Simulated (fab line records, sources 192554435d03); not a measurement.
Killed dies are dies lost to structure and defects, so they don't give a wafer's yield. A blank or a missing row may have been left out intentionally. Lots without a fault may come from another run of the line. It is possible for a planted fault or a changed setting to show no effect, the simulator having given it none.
One fault seen from 2 desks :: flow n5-finfet :: each desk has only its own numbers; what lay behind them comes last

== AT THE TOOL OWNER'S DESK: pecvd-03 ==
The tool's own readings at N5_BEOL_M8_ILD_DEP_00 (deposits SiCOH lowk from DEMS/porogen, target thk 179.75 nm, time 33.4 s): means of the sampled wafers that have a number, for each lot that ran on this tool. Any lot whose mean is over 4 standard deviations away from the usual mean is out of limits and marked OUT; that distance is given in the brackets.
Columns: A = heater-power-w at N5_BEOL_M8_ILD_DEP_00, usual 350 W; B = showerhead-plenum-p-Torr at N5_BEOL_M8_ILD_DEP_00, usual 5.730 Torr; C = throttle-valve-pct at N5_BEOL_M8_ILD_DEP_00, usual 13.9 %
lot: L647
first seen here: day 10 10:20
A: 371
B: 5.724
C: 13.4

lot: L648
first seen here: day 10 15:05
A: 391
B: 5.732
C: 13.2

lot: L650
first seen here: day 11 06:40
A: 418
B: 5.732
C: 13.4

lot: L662
first seen here: day 15 07:10
A: 352
B: 5.723
C: 13.4
This desk's verdict: no lot among the 4 shows anything out of limits.

== METROLOGY DESK ==
Means of the sampled wafers that have a number, per lot and without regard to the tool the lot ran on: this is what the gauges read. Any lot whose mean is over 4 standard deviations away from the usual mean is out of limits and marked OUT; that distance is given in the brackets.
Columns: A = cd-nm at N5_BEOL_M7_CD_MEAS_35, usual 39.9 nm; B = M8_ILD_THK at N5_BEOL_M8_THK_MEAS_01, usual 154.9 nm; C = cd-nm at N5_BEOL_M8_CD_MEAS_11, usual 38.2 nm
lot: L646
first seen here: day 10 03:50
A: 39.7
B: 155.1
C: 38.7

lot: L647
first seen here: day 10 07:07
A: 39.5
B: 156.6
C: 37.6

lot: L648
first seen here: day 10 12:43
A: 40.2
B: 153.5
C: 37.4

lot: L650
first seen here: day 11 04:17
A: 40.7
B: 153.8
C: 39.1

lot: L649
first seen here: day 11 12:14
A: 39.7
B: 153.2
C: 38.6

lot: L664
first seen here: day 15 03:11
A: 40.4
B: 154.9
C: 38.7

lot: L662
first seen here: day 15 04:20
A: 40.2
B: 174.0 (+9.6) OUT
C: 38.4

lot: L663
first seen here: day 15 14:14
A: 40.7
B: 155.3
C: 38.4

lot: L667
first seen here: day 15 22:25
A: 39.2
B: 156.6
C: 37.8

lot: L668
first seen here: day 16 00:59
A: 40.2
B: 152.9
C: 39.0
Per this desk, out of limits: L662; the first was L662, day 15 07:44 (M8_ILD_THK at N5_BEOL_M8_THK_MEAS_01). In limits: L646, L647, L648, L650, L649, L664, L663, L667, L668.

== TAKEN TOGETHER ==
On L662, the metrology desk was in a position to raise an alarm at day 15 07:44.
The desk of the tool owner found nothing out of limits.
The tool owner's desk has L662 on record, within its limits.
All the named lots went through N5_BEOL_M8_ILD_DEP_00 on pecvd-03.

== WHAT THE SIMULATOR PUT IN ==
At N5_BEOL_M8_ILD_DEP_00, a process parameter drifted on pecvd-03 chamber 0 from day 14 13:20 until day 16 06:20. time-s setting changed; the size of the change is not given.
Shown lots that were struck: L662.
Delay in hours, fault start to first out-of-limits reading, per desk: metrology desk 18.
